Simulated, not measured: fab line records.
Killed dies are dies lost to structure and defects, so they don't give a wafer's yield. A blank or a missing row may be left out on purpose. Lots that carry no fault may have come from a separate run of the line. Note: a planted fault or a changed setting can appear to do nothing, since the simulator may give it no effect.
Struck lot and sound lot, side by side | flow nand harc | 14 steps out of a route of 1302
Sound: the wafers L196.1, L196.4, L196.5. Wafers struck: L195.2, L195.3, L195.4. The cause is given at the end.
Order at every step that has rows: each side's tool, ch and its chambers, its first start. Under that, the readings that differ: sound wafers | struck wafers | difference of the means | sigmas: that difference in standard deviations of wafers without a fault.
alike: words and numbers the same on both sides, and readings whose means are apart by under 2 such deviations; not compared: readings that were withheld, readings missing a value for some wafer, numbers with overlapping values and no deviation given by the record, and bounds like >300 which may hide the same value.
The two part at a step that has a row with sigmas, a row that says differs or no value, or rows on one side only. Numbers that don't overlap but have no deviation are shown without sigmas and don't part them. A reading that every wafer of one side lacks parts them only if that side has two wafers or more.

first, 2 steps without rows for these wafers: NHARC_A_CHANNEL_HOLE_D2_PRECLEAN_29 (cleans in SC1); NHARC_A_CHANNEL_HOLE_D2_SRD_30.
NHARC_A_CHANNEL_HOLE_D2_CD_MEAS_31:
  sound on cd sem-02 at day 16 17:40; struck on cd sem-02 at day 15 10:17
  alike: cd nm
NHARC_A_CHANNEL_HOLE_D2_XSEM_32:
  sound on xsem-02 ch 0, day 16 17:45; struck on xsem-01 ch 0, day 15 10:22
  alike: bot cd nm, bow nm, tilt deg
NHARC_A_CHANNEL_HOLE_D2_INSPECT_40:
  sound on defect inspect-02 at day 16 17:51; struck on defect inspect-02 at day 15 10:28
  alike: raw defect count
then, 2 steps without rows for these wafers: NHARC_A_CHANNEL_FILL_D2_PRECLEAN_00 (cleans in SC1); NHARC_A_CHANNEL_FILL_D2_SRD_01.
NHARC_A_CHANNEL_FILL_D2_ALD_02: deposits SiO2, target thk 6 nm, pulse time 10 s, ald cycles 60.
  sound on ald hk-04 ch 0,1,2, day 16 19:07; struck on ald hk-02 ch 0,1,3, day 15 10:39
  alike: heater power w, precursor pulse height rel
NHARC_A_CHANNEL_FILL_D2_ALD_03: deposits SiNx, target thk 6 nm, pulse time 60 s, ald cycles 58.
  sound: ald sin batch-01 ch 0; struck: ald sin batch-01 ch 0
  alike: precursor pulse height rel
then, 1 step without rows for these wafers: NHARC_A_CHANNEL_FILL_D2_ALD_14 (deposits SiO2, target thk 2.5 nm, pulse time 10 s, ald cycles 25).
NHARC_A_CHANNEL_FILL_D2_ALD_15: deposits SiNx, target thk 2 nm, pulse time 60 s, ald cycles 19.
  sound: ald sin batch-02 ch 0; struck: ald sin batch-02 ch 0
  alike: precursor pulse height rel
NHARC_A_CHANNEL_FILL_D2_ALD_16: deposits SiO2, target thk 1.5 nm, pulse time 10 s, ald cycles 15.
  sound on ald hk-04 ch 1,2, day 17 07:09; struck on ald hk-01 ch 1,2,3, day 15 22:53
  alike: heater power w, precursor pulse height rel
NHARC_A_CHANNEL_FILL_D2_ANNEAL_17: time 1800 s.
  sound on furnace-08 ch 0, day 17 11:25; struck on furnace-08, day 16 01:43
  no value came back on the struck wafers for spike tc bottom C (C), spike tc centre C (C); on the sound wafers spike tc bottom C (C) reads 872 872 872
then, 1 step without rows for these wafers: NHARC_A_CHANNEL_FILL_D2_CVD_18 (deposits poly-Si, target thk 3 nm).

## WHERE THEY PART
NHARC_A_CHANNEL_FILL_D2_ANNEAL_17 only, going by this record.

WHY: what the simulator had put in
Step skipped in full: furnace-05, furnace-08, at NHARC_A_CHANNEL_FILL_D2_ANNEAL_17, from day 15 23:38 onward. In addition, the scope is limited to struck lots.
